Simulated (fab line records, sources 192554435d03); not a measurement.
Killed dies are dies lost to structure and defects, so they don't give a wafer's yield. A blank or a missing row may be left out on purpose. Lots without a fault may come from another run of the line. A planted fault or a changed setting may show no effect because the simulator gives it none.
Chamber matching | flow n5_finfet | N5_BEOL_M6_STRIP_19 on rie_diel-05: 4 sister chambers
The step strips in O2. 18 wafers are shown with their chamber, then 9 later ones without.

WAFERS WITH THEIR CHAMBER
wafer  | chamber | drypump_motor_current_A (A) | showerhead_plenum_p_Torr (Torr) | throttle_valve_pct (%)
L075.2 | 3       | 4.9                         | 2.01                            | 16.86
L075.4 | 2       | 5.2                         | 2.14                            | 16.32
L075.6 | 2       | 5.2                         | 2.14                            | 16.32
L077.1 | 0       | 5.9                         | 2.04                            | 16.17
L077.2 | 2       | 5.2                         | 2.13                            | 16.34
L077.5 | 1       | 6.4                         | 2.00                            | 16.70
L082.1 | 0       | 5.9                         | 2.04                            | 16.17
L082.2 | 3       | 4.9                         | 2.01                            | 16.90
L082.6 | 1       | 6.5                         | 2.00                            | 16.70
L086.1 | 2       | 5.2                         | 2.13                            | 16.40
L086.2 | 1       | 6.4                         | 1.99                            | 16.76
L086.5 | 3       | 4.9                         | 2.00                            | 16.89
L088.1 | 3       | 4.9                         | 2.00                            | 16.93
L088.3 | 0       | 5.9                         | 2.03                            | 16.22
L088.6 | 0       | 5.9                         | 2.03                            | 16.22
L093.3 | 1       | 6.4                         | 1.99                            | 16.76
L093.5 | 0       | 5.9                         | 2.03                            | 16.23
L093.6 | 1       | 6.4                         | 1.99                            | 16.75

SIGNATURES (means of the wafers above)
reading                  | chamber 0 | chamber 1 | chamber 2 | chamber 3 | scatter within a chamber
drypump_motor_current_A  | 5.900     | 6.420     | 5.200     | 4.900     | 0.0239
showerhead_plenum_p_Torr | 2.0340    | 1.9940    | 2.1350    | 2.0050    | 0.00561
throttle_valve_pct       | 16.2020   | 16.7340   | 16.3450   | 16.8950   | 0.0318
Rule: a wafer's distance from a chamber is the root of the sum, over the readings, of the square of ((its reading less the chamber's mean) divided by the reading's scatter). The wafer belongs to the nearest chamber; if the next one is less than 2 further off, it can't be placed. The scatter: the root of (the sum of the squares of (reading less its chamber's mean) over the shown wafers, divided by (wafers less chambers)).

WAFERS WITHOUT THEIR CHAMBER
wafer  | drypump_motor_current_A (A) | showerhead_plenum_p_Torr (Torr) | throttle_valve_pct (%)
L094.1 | 4.9                         | 2.00                            | 16.94
L094.3 | 6.0                         | 2.03                            | 16.24
L094.5 | 6.0                         | 2.03                            | 16.24
L095.3 | 5.9                         | 2.03                            | 16.27
L095.4 | 6.5                         | 1.99                            | 16.78
L095.5 | 6.0                         | 2.03                            | 16.23
L097.1 | 4.8                         | 2.00                            | 16.97
L097.2 | 5.9                         | 2.02                            | 16.25
L097.6 | 4.9                         | 2.00                            | 16.97

WHICH CHAMBER EACH WENT THROUGH
wafer  | from the rows above | in truth
L094.1 | 3                   | 3
L094.3 | 0                   | 0
L094.5 | 0                   | 0
L095.3 | 0                   | 0
L095.4 | 1                   | 1
L095.5 | 0                   | 0
L097.1 | 3                   | 3
L097.2 | 0                   | 0
L097.6 | 3                   | 3
Placed correctly: 9 of 9. Can't be placed from these rows: 0. Placed wrongly: 0.
